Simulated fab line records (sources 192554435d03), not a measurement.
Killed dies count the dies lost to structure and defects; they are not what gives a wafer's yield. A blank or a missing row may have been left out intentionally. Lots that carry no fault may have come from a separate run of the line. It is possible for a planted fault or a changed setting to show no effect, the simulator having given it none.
fab line records -- flow n5_finfet
record lots=4, wafers=12, last_day=18
route steps=1938 shown WELL_APT@35 PMOS_HMC_CHANNEL_EPI@57 BEOL_M4@1111 PASSIVATION@1936
lots untouched by any fault: they come from a run of this same line in which no faults occurred
start_h: hours from the record's first day to the start of the lot's first wafer shown -- wait_h: hours elapsed since this lot's preceding step -- " repeats the value in the row above -- L1.1+2: one row covering several wafers at once -- - either no value or no given start -- * or withheld: withheld -- < > ~ a bound
route shown NAME@n: names a module that has steps shown in the file, with the first one's number in the route -- usual: mean/standard deviation taken from wafers without a fault -- same: alike in all rows -- chamber/n: place in a boat -- sites: readings site by site -- _std_site: the standard deviation of these -- _edge_site: the outer-site mean with the inner-site mean subtracted -- radius_mm: how far each site lies from the wafer's centre -- mask NAME#n: copy n -- behind: tool/chamber where the wafer was last shaped -- hold: why the lot was held/for how many hours/how that ended -- device: transistor that didn't switch, given as n, p or np -- end of line: the tests these same wafers got at the end of their route -- a step given without rows: its recipe and nothing more -- killed: count of dies lost to structure and defects at first sort (not the wafer's yield) -- map: dies across one wafer; x = killed, . = not, _ = none there
set.NAME: setting as actually run; set.NAME@STEP: the setting as run at that earlier step -- model.NAME: the simulator's own value behind a step, which no gauge read
certain route steps with their lots: each step a table, each wafer a row
services: when a tool's chamber went out of use (start_h, in hours from the record's first day, below 0 if earlier), for how many hours, and the reason
## steps
# step N5_WELL_APT_HMDS_18
# recipe time_s=60, temp_c=120
# step N5_WELL_APT_COAT_19
# recipe spin_rpm=1357, resist_thk_nm=950
# step N5_WELL_APT_EBR_21
# recipe solvent=PGMEA, ebr_width_mm=1.5
# step N5_WELL_APT_SOFTBAKE_20
# recipe temp_c=130, time_s=60
# step N5_WELL_APT_EXPOSE_22
# recipe mask_id=PWELL, na=0.8, source_shape=conventional, sigma_outer=0.8, polarization=unpolarized, defocus_nm=0, target_cd_nm=200, dose_mj=23.2
# step N5_WELL_APT_PEB_23
# recipe peb_temp_c=130, peb_time_s=90
# step N5_WELL_APT_DEVELOP_24
# recipe develop_time_s=45, rinse_liquid=surfactant_rinse, dry=air_spin, dev_temp_c=21
# step N5_WELL_APT_HARDBAKE_29
# recipe temp_c=130, time_s=120
# step N5_WELL_APT_DESCUM_30
# recipe chemistry=O2, time_s=7.9, source_power_w=50, bias_power_w=20, pressure_mtorr=20, rf_frequency_hz=2.712e+07, temp_c=40, o2_flow_sccm=225
# step N5_WELL_APT_IMPLANT_31
# recipe species=B, energy_kev=60, dose_cm2=1.5e+13, tilt_deg=0, rotation_deg=0
# usual dose_ions_cm2=1.4999e+13/1.7e+10, faraday_current_uA=190/3.9
lot.wafer,tool,chamber,start_h,wait_h,dose_ions_cm2,faraday_current_uA
L495.1,implanter-02,0,69.36,0.1,9.282e+12,120
L495.3,implanter-02,0,69.36,0.1,9.269e+12,120
L495.4,implanter-02,0,69.36,0.1,9.276e+12,116
L497.1,implanter-02,0,81.60,0.1,9.249e+12,115
L497.3,implanter-02,0,81.60,0.1,9.244e+12,118
L497.5,implanter-02,0,81.60,0.1,9.249e+12,115
L503.3,implanter-01,0,117.09,0.1,1.4999e+13,191
L503.5,implanter-01,0,117.09,0.1,1.5005e+13,192
L503.6,implanter-01,0,117.09,0.1,1.4996e+13,194
L509.2,implanter-02,0,153.15,0.1,1.5007e+13,188
L509.4,implanter-02,0,153.15,0.1,1.5002e+13,195
L509.5,implanter-02,0,153.15,0.1,1.5026e+13,193
# step N5_WELL_APT_IMPLANT_32
# recipe species=BF2, energy_kev=50, dose_cm2=2e+13, tilt_deg=0, rotation_deg=0
# step N5_WELL_APT_STRIP_33
# recipe chemistry=SPM, time_s=900, temp_c=130, h2so4_h2o2_vol_ratio=4, dry=ipa_marangoni
# step N5_WELL_APT_RTA_34
# recipe temp_c=1000, time_s=10, ambient=N2, idle_temp_c=600, ramp_up_c_per_s=150, ramp_down_c_per_s=60, cool_to_c=600
# step N5_WELL_APT_OXIDE_STRIP_42
# recipe chemistry=dHF, dilution=25:1, time_s=45, temp_c=25, target=SiO2, target_depth_a=120
# step N5_WELL_APT_PRECLEAN_36
# recipe chemistry=O3/DIW, time_s=45, temp_c=22, o3_ppm=10
# step N5_WELL_APT_PRECLEAN_39
# recipe chemistry=dHF, time_s=60, dilution=150:1, temp_c=25
# step N5_WELL_APT_SRD_37
# recipe dry=ipa_marangoni, do_ppb=5, time_s=30, temp_c=23, rinse_liquid=diw
# step N5_WELL_APT_EPI_41
# recipe material=Si, target_thk_a=500, temp_c=650, precursor=SiH4/H2, pressure_torr=20, time_s=297.7
# step N5_PMOS_HMC_CHANNEL_EPI_HM_DEP_34
# recipe material=SiO2, target_thk_a=360, temp_c=400, precursor=TEOS/O2, pressure_torr=6.5, rf_w=900, teos_flow_sccm=161.4, gas=O2, flow_sccm=2650, time_s=6.9
# step N5_PMOS_HMC_CHANNEL_EPI_COAT_31
# recipe resist=BARC, temp_c=205, time_s=60, spin_rpm=1500, resist_thk_nm=66
# step N5_PMOS_HMC_CHANNEL_EPI_COAT_03
# recipe resist=CAR-ArF-block, spin_rpm=1500, resist_thk_nm=205
# step N5_PMOS_HMC_CHANNEL_EPI_EBR_05
# recipe solvent=PGMEA, ebr_width_mm=1.5
# step N5_PMOS_HMC_CHANNEL_EPI_SOFTBAKE_04
# recipe temp_c=110, time_s=60, resist=CAR-ArF-block
# step N5_PMOS_HMC_CHANNEL_EPI_EXPOSE_06
# recipe mask_id=PMOS_HMC_BLK, na=1.35, source_shape=conventional, sigma_outer=0.8, polarization=unpolarized, target_cd_nm=240, dose_mj=41
# step N5_PMOS_HMC_CHANNEL_EPI_PEB_07
# recipe peb_temp_c=110, peb_time_s=60, resist=CAR-ArF-block
# step N5_PMOS_HMC_CHANNEL_EPI_DEVELOP_08
# recipe develop_time_s=30, developer=TMAH, resist=CAR-ArF-block, dev_temp_c=23, rinse_liquid=diw, dry=air_spin
# step N5_PMOS_HMC_CHANNEL_EPI_DESCUM_14
# recipe chemistry=O2, time_s=7.9, source_power_w=50, bias_power_w=20, pressure_mtorr=20, rf_frequency_hz=2.712e+07, temp_c=40, resist=CAR-ArF-block, o2_flow_sccm=225
# step N5_PMOS_HMC_CHANNEL_EPI_ETCH_32
# recipe chemistry=N2/H2, target=BARC, stop_on=SiO2, target_depth_a=858, over_etch_frac=0.3, time_s=50.3, ion_energy_ev=200, mask_material=CAR-ArF-block, pressure_mtorr=30, source_w=840, bias_w=150, n2_flow_sccm=200, h2_flow_sccm=200
# step N5_PMOS_HMC_CHANNEL_EPI_HM_OPEN_15
# recipe chemistry=CHF3/O2, target=SiO2, mask_material=CAR-ArF-block, target_depth_a=406, CHF3_flow_sccm=50, O2_flow_sccm=5, Ar_flow_sccm=200, time_s=20.3, pressure_mtorr=30, source_w=650, bias_w=170, ion_energy_ev=200
# step N5_PMOS_HMC_CHANNEL_EPI_STRIP_33
# recipe chemistry=N2/H2, power_w=500, temp_c=40, pressure_mtorr=50, rf_frequency_hz=6e+07, overash_fraction=0.3, bias_power_w=8, h2_frac=0.5, n2_flow_sccm=300, h2_flow_sccm=300
# step N5_PMOS_HMC_CHANNEL_EPI_STRIP_17
# recipe chemistry=SPM, time_s=750, temp_c=130, h2so4_h2o2_vol_ratio=4, dry=ipa_marangoni
# step N5_PMOS_HMC_CHANNEL_EPI_ETCH_38
# recipe chemistry=CF4, target=SiO2, target_depth_a=15, ion_energy_ev=350, pressure_mtorr=10, icp_w=800, bias_w=400, cf4_flow_sccm=80
# step N5_PMOS_HMC_CHANNEL_EPI_FIN_RECESS_16
# recipe chemistry=HBr/Cl2, target=Si, mask_material=SiO2, target_depth_a=540, time_s=18, pressure_mtorr=10, icp_w=800, bias_w=75, HBr_flow_sccm=150, Cl2_flow_sccm=80
# step N5_PMOS_HMC_CHANNEL_EPI_PRECLEAN_36
# recipe chemistry=O3/DIW, time_s=45, temp_c=22, o3_ppm=10
# step N5_PMOS_HMC_CHANNEL_EPI_PRECLEAN_18
# recipe chemistry=DHF, time_s=30, temp_c=25, dilution=withheld
# step N5_BEOL_M4_RC_MEAS_101
# usual DIBL_N=36.1/1.6, DIBL_P=35.7/1.8, IOFF_N=0.159/0.027, IOFF_P=0.21/0.03, ION_N=673/10, ION_P=462/7.4, RS_PWELL=3005/22, SS_N=71.4/0.56, SS_P=73.2/0.61, VT_N=249.7/3, VT_P=-250/3.1
lot.wafer,tool,chamber,start_h,wait_h,DIBL_N[mV/V],DIBL_P[mV/V],IOFF_N[nA/um],IOFF_P[nA/um],ION_N[uA/um],ION_P[uA/um],RS_PWELL[ohm/sq],SS_N[mV/dec],SS_P[mV/dec],VT_N[mV],VT_P[mV]
L495.1,prober-02,0,220.72,0.0,35.0,34.5,0.156,0.19,666,451,3953,71.9,73.2,247.6,-251
L495.3,prober-02,0,220.72,0.0,35.5,35.5,0.154,0.19,674,463,3934,71.5,73.1,250.3,-252
L495.4,prober-02,0,220.72,0.0,36.4,35.6,0.173,0.20,678,459,3938,72.2,73.8,249.8,-251
L497.1,prober-02,0,233.33,0.0,34.8,35.1,0.143,0.19,666,460,4037,70.8,73.1,252.5,-251
L497.3,prober-02,0,233.33,0.0,35.1,35.9,0.156,0.20,683,468,3987,71.5,73.0,249.0,-249
L497.5,prober-02,0,233.33,0.0,34.7,35.2,0.138,0.19,672,460,4040,70.9,72.8,250.0,-253
L503.3,prober-02,0,276.86,0.3,40.6,42.1,0.289,0.32,697,471,2991,73.1,74.0,239.8,-246
L503.5,prober-02,0,276.86,0.3,34.8,35.2,0.147,0.18,673,462,3007,72.1,72.6,249.2,-253
L503.6,prober-02,0,276.86,0.3,35.9,36.2,0.167,0.20,676,456,2991,70.6,72.3,246.7,-251
L509.2,prober-02,0,329.06,0.2,39.1,38.5,0.197,0.30,681,470,2987,71.4,74.1,245.4,-243
L509.4,prober-02,0,329.06,0.2,35.9,34.2,0.139,0.20,671,468,3001,70.7,73.6,249.0,-250
L509.5,prober-02,0,329.06,0.2,38.1,36.9,0.179,0.26,678,473,2981,71.4,73.8,247.1,-244
# step N5_PASSIVATION_PROBE_49
# usual defect_limited_yield=91.0/1.3, killed_at_M0_to_M3=33/10, killed_at_M4_up=14/5.6, killed_at_contacts=12/5.8, killed_at_front_end=43/11, killed_at_other=4.1/2.8, killed_dies=106/15, killed_on_rim=14/3.9, killed_open=70/12, killed_short=34/7.5, sort_bin_4_leakage=0.00/0.0099, sort_bin_5_function=5.3/0.88, sort_bin_6_memory=3.3/0.64, sort_n_pass=1074/15, sort_yield_pct=91.0/1.3
# same gross_dies=1180, killed_at_back_side=0, sort_bin_8_speed[%]=0
lot.wafer,tool,chamber,start_h,wait_h,defect_limited_yield[%],killed_at_M0_to_M3,killed_at_M4_up,killed_at_contacts,killed_at_front_end,killed_at_other,killed_dies,killed_on_rim,killed_open,killed_short,sort_bin_4_leakage[%],sort_bin_5_function[%],sort_bin_6_memory[%],sort_n_pass,sort_yield_pct[%]
L495.1,prober-02,-,338.36,0.0,89.3,61,16,6,41,2,126,19,87,39,0,6.9,3.3,1054,89.3
L495.3,prober-02,-,338.46,0.1,89.6,52,9,4,51,7,123,15,86,37,0,6.7,3.5,1057,89.6
L495.4,prober-02,-,338.51,0.2,90.8,47,9,7,43,2,108,11,70,38,0,6.0,3.0,1072,90.8
L497.1,prober-01,-,347.30,0.0,91.2,47,8,14,34,1,104,14,65,37,0,5.4,3.2,1076,91.2
L497.3,prober-01,-,347.40,0.1,91.4,42,12,5,40,2,101,16,55,43,0,3.9,3.6,1079,91.4
L497.5,prober-01,-,347.50,0.2,90.2,52,10,16,33,5,116,15,67,44,0,5.5,3.7,1064,90.2
L503.3,prober-01,-,376.28,0.1,89.0,29,19,25,54,3,130,17,91,39,0.08,6.4,4.5,1049,88.9
L503.5,prober-01,-,376.38,0.2,90.6,30,21,7,46,7,111,6,77,34,0,5.7,3.5,1069,90.6
L503.6,prober-01,-,376.43,0.3,90.3,32,32,16,31,4,115,14,85,28,0,5.1,4.2,1065,90.3
L509.2,prober-01,-,426.54,0.1,89.4,26,29,10,57,3,125,12,87,37,0,6.6,3.8,1055,89.4
L509.4,prober-01,-,426.64,0.2,89.4,29,13,22,56,5,125,22,75,44,0,6.8,3.0,1055,89.4
L509.5,prober-01,-,426.69,0.2,91.1,32,14,12,44,3,105,18,73,26,0,5.3,3.2,1075,91.1
# killed by level:class
L495.1 BEOL_M2:geometric_particle:open=20 BEOL_M0_SAQP:geometric_particle:short=15 BEOL_M0_SAQP:geometric_particle:open=12 FIN_SAQP:geometric_particle:open=9 FIN_SAQP:geometric_particle:short=8 GATE_CUT:geometric_particle:open=7 BEOL_M4:geometric_particle:open=7 STI_FIN_REVEAL:geometric_particle:open=5
L495.3 BEOL_M0_SAQP:geometric_particle:open=14 FIN_SAQP:geometric_particle:open=13 DUMMY_GATE:geometric_particle:open=12 BEOL_M3:geometric_particle:open=11 DUMMY_GATE:geometric_particle:short=8 BEOL_M2:geometric_particle:open=8 BEOL_M0_SAQP:geometric_particle:short=7 BEOL_M3:geometric_particle:short=5
L495.4 BEOL_M2:geometric_particle:open=11 FIN_SAQP:geometric_particle:short=10 BEOL_M0_SAQP:geometric_particle:open=10 FIN_SAQP:geometric_particle:open=9 BEOL_M0_SAQP:geometric_particle:short=9 MOL_CONTACT_COAG:geometric_particle:open=6 DUMMY_GATE:geometric_particle:open=5 STARTING-WAFER:geometric_particle:open=5
L497.1 BEOL_M0_SAQP:geometric_particle:open=11 MOL_CONTACT_COAG:geometric_particle:open=10 BEOL_M0_SAQP:geometric_particle:short=9 BEOL_M2:geometric_particle:open=7 BEOL_M1:geometric_particle:open=6 BEOL_M3:geometric_particle:open=6 FIN_SAQP:geometric_particle:short=5 GATE_CUT:geometric_particle:short=5
L497.3 BEOL_M0_SAQP:geometric_particle:short=12 FIN_SAQP:geometric_particle:short=10 STI_FIN_REVEAL:geometric_particle:open=10 BEOL_M0_SAQP:geometric_particle:open=6 BEOL_M1:geometric_particle:open=6 BEOL_M2:geometric_particle:open=5 BEOL_M2:geometric_particle:short=4 FIN_SAQP:geometric_particle:open=3
L497.5 BEOL_M0_SAQP:geometric_particle:short=15 MOL_CONTACT_COAG:geometric_particle:open=14 STI_FIN_REVEAL:geometric_particle:open=12 BEOL_M0_SAQP:geometric_particle:open=10 BEOL_M2:geometric_particle:short=10 BEOL_M3:geometric_particle:open=8 BEOL_M1:geometric_particle:open=5 BEOL_M4:geometric_particle:open=4
L503.3 BEOL_M0_SAQP:geometric_particle:open=19 MOL_CONTACT_COAG:geometric_particle:open=18 BEOL_M4:geometric_particle:open=13 FIN_SAQP:geometric_particle:open=10 FIN_SAQP:geometric_particle:short=8 STI_FIN_REVEAL:geometric_particle:open=8 BEOL_M0_SAQP:geometric_particle:short=8 DUMMY_GATE:geometric_particle:open=8
L503.5 FIN_SAQP:geometric_particle:open=13 BEOL_M4:geometric_particle:open=12 MOL_CONTACT_COAG:geometric_particle:open=7 BEOL_M0_SAQP:geometric_particle:open=7 FIN_SAQP:geometric_particle:short=6 BEOL_M2:geometric_particle:open=6 STI_FIN_REVEAL:geometric_particle:open=5 DUMMY_GATE:geometric_particle:open=5
L503.6 BEOL_M4:geometric_particle:open=23 MOL_CONTACT_COAG:geometric_particle:open=14 BEOL_M0_SAQP:geometric_particle:open=13 BEOL_M0_SAQP:geometric_particle:short=7 FIN_SAQP:geometric_particle:short=5 STI_FIN_REVEAL:geometric_particle:open=5 DUMMY_GATE:geometric_particle:open=5 STARTING-WAFER:geometric_particle:open=5
L509.2 FIN_SAQP:geometric_particle:open=20 BEOL_M4:geometric_particle:open=12 STI_FIN_REVEAL:geometric_particle:open=11 FIN_SAQP:geometric_particle:short=10 BEOL_M3:geometric_particle:open=9 MOL_CONTACT_COAG:geometric_particle:open=6 DUMMY_GATE:geometric_particle:open=5 BEOL_M1:geometric_particle:open=5
L509.4 FIN_SAQP:geometric_particle:open=17 MOL_CONTACT_COAG:geometric_particle:open=17 FIN_SAQP:geometric_particle:short=12 STI_FIN_REVEAL:geometric_particle:open=8 BEOL_M0_SAQP:geometric_particle:short=6 BEOL_M3:geometric_particle:open=6 BEOL_M4:geometric_particle:open=6 MOL_CONTACT_COAG:geometric_particle:short=5
L509.5 STI_FIN_REVEAL:geometric_particle:open=21 MOL_CONTACT_COAG:geometric_particle:open=10 BEOL_M0_SAQP:geometric_particle:open=9 BEOL_M0_SAQP:geometric_particle:short=8 BEOL_M4:geometric_particle:open=8 FIN_SAQP:geometric_particle:open=7 BEOL_M1:geometric_particle:open=6 HKMG_FIN:area_etch=4
## services
tool,chamber,start_h,hours,kind
implanter-02,-,124.84,2.5,pm
implanter-01,-,129.18,32.0,pm
## key
first_sign step=N5_WELL_APT_IMPLANT_31, reading=dose_ions_cm2, direction=down, sigmas=99+, usual=1.4999e+13, struck=9.262e+12
effect step=N5_WELL_APT_IMPLANT_31, reading=faraday_current_uA, direction=down, sigmas=19, usual=190, struck=117
effect step=N5_BEOL_M4_RC_MEAS_101, reading=RS_PWELL, direction=up, sigmas=44, usual=3005, struck=3982
met_at N5_WELL_APT_IMPLANT_31
struck_wafers L495.1,L495.3,L495.4,L497.1,L497.3,L497.5
fault kind=process_parameter_drift, tool=implanter-02, chamber=-, onset_h=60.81, steps=N5_WELL_APT_IMPLANT_31, channel=dose_cm2, offset=-5.7239e+12, shape=step, end_h=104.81, acts_in=these_recipes_only, stated=1.5e+13
